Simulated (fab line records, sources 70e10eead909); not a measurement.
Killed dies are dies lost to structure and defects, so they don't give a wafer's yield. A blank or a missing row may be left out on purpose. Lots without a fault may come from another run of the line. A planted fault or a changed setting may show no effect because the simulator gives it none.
Chamber matching | flow nand_harc | NHARC_A_STAIRCASE_DEP_471 on pecvd-04: 3 sister chambers
The step deposits SiO2, target thk 100 nm. 6 wafers are shown with their chamber, then 7 later ones without.

WAFERS WITH THEIR CHAMBER
wafer  | chamber | heater_power_outer_w (W) | heater_power_w (W)
L912.2 | 0       | 308                      | 542
L917.1 | 1       | 282                      | 516
L917.5 | 1       | 285                      | 514
L917.6 | 2       | 236                      | 444
L927.1 | 2       | 199                      | 389
L927.3 | 0       | 311                      | 551

WAFERS WITHOUT THEIR CHAMBER
wafer  | heater_power_outer_w (W) | heater_power_w (W)
L927.6 | 320                      | 540
L929.1 | 307                      | 550
L929.2 | 309                      | 554
L929.4 | 174                      | 355
L933.3 | 256                      | 470
L933.5 | 261                      | 490
L933.6 | 263                      | 498

WHICH CHAMBER EACH WENT THROUGH
wafer  | from the rows above     | in truth
L927.6 | can't be placed: 0 or 1 | 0
L929.1 | can't be placed: 0 or 1 | 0
L929.2 | 0                       | 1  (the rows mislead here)
L929.4 | 2                       | 2
L933.3 | can't be placed: 1 or 2 | 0
L933.5 | 1                       | 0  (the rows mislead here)
L933.6 | 1                       | 1
Placed correctly: 2 of 7. Can't be placed from these rows: 3 (the true chamber is among the candidates in 2). Placed wrongly: 2.
How it was worked out, from the rows above alone: a wafer's distance from a chamber is the root of the sum, over the readings, of the square of ((its reading less the chamber's mean) divided by the reading's scatter). The wafer belongs to the nearest chamber; if the next one is less than 2 further off, it can't be placed. A chamber's mean is the mean of its shown wafers. The scatter: the root of (the sum of the squares of (reading less its chamber's mean) over the shown wafers, divided by (wafers less chambers)).
